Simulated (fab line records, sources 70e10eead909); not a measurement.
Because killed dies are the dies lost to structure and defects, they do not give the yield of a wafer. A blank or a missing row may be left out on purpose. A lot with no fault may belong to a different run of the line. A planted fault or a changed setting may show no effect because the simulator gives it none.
A struck lot beside a sound one	flow nand harc	15 out of 1302 route steps
Sound: wafers L288.3, L288.4, L288.5. Struck: wafer L291.4 (left out: L291.1, a lot-mate that was not struck); the cause follows at the end.
For every step that has rows: the tool of each side, followed by ch and its chambers, followed by its first start. Under that, the readings that differ: sound wafers	struck wafers	difference of the means	sigmas: that difference in standard deviations of wafers without a fault.
alike: words and numbers the same on both sides, and readings whose means are apart by under 2 such deviations; not compared: readings that were withheld, readings missing a value for some wafer, numbers with overlapping values and no deviation given by the record, and bounds like >300 which may hide the same value.
Wherever a step has rows on one side only, a row that says differs or no value, or a row with sigmas, the two part there. Numbers that have no deviation but don't overlap get no sigmas and don't part them. A reading missing from all wafers of one side parts the sides only when that side holds two or more wafers.

first, 1 step without rows for these wafers: NHARC_A_ONON_D1_DEP_03 (target thk 1000 nm).
NHARC_A_ONON_D1_THK_MEAS_05: measures by ellipsometry.
  struck on film metro-01, day 14 11:31; sound on film metro-01, day 13 18:37
  alike: thk nm
after that, 1 step with no rows for these wafers: NHARC_A_ONON_D1_DEP_06 (target thk 1000 nm).
NHARC_A_ONON_D1_THK_MEAS_08: measures by ellipsometry.
  struck on film metro-02, day 14 12:05; sound on film metro-02, day 13 19:10
  alike: thk nm
after that, 1 step with no rows for these wafers: NHARC_A_ONON_D1_DEP_09 (target thk 1000 nm).
NHARC_A_ONON_D1_THK_MEAS_11: measures by ellipsometry.
  struck on film metro-01, day 14 12:39; sound on film metro-01, day 13 19:44
  alike: thk nm
after that, 1 step with no rows for these wafers: NHARC_A_ONON_D1_DEP_12 (target thk 1000 nm).
NHARC_A_ONON_D1_THK_MEAS_14: measures by ellipsometry.
  struck on film metro-01, day 14 13:13; sound on film metro-01, day 13 20:18
  alike: thk nm
then, 2 steps without rows for these wafers: NHARC_A_ONON_D1_ANNEAL_15 (time 3600 s); NHARC_A_ONON_D1_DEP_16 (target thk 1000 nm).
NHARC_A_ONON_D1_THK_MEAS_18: measures by ellipsometry.
  struck on film metro-01, day 14 21:01; sound on film metro-02, day 14 04:42
reading	sound	struck	difference	sigmas
thk nm (nm)	1002 1001 1000	1020	+19	+2
NHARC_A_ONON_D1_DEP_19: target thk 1000 nm.
  sound on pecvd onon-01 ch 0, day 14 05:00; struck on pecvd onon-01 ch 0, day 14 21:05
reading	sound	struck	difference	sigmas
sih4 flow sccm (sccm)	209.4 211.1 210.8	208.8	-1.6	-2
  alike: n2 flow sccm
NHARC_A_ONON_D1_THK_MEAS_21: measures by ellipsometry.
  struck on film metro-02, day 14 21:35; sound on film metro-01, day 14 05:24
reading	sound	struck	difference	sigmas
thk nm (nm)	1020 1018 1020	1453	+434	+46
after that, 1 step with no rows for these wafers: NHARC_A_ONON_D1_DEP_22 (target thk 1000 nm).
-- jump in the record: it breaks off in module A_ONON_D1 and resumes in module END (first step shown: number 1302 of the route), and 16 days separate the struck wafers' starts before and after --
NHARC_END_SORT_01:
  the record has rows for the struck wafers here (prober-01 ch 0, day 30 11:38) and none for the sound ones

WHERE THEY PART
Last at NHARC_END_SORT_01 as far as this record goes, first at NHARC_A_ONON_D1_THK_MEAS_18.

WHY: what the simulator had put in
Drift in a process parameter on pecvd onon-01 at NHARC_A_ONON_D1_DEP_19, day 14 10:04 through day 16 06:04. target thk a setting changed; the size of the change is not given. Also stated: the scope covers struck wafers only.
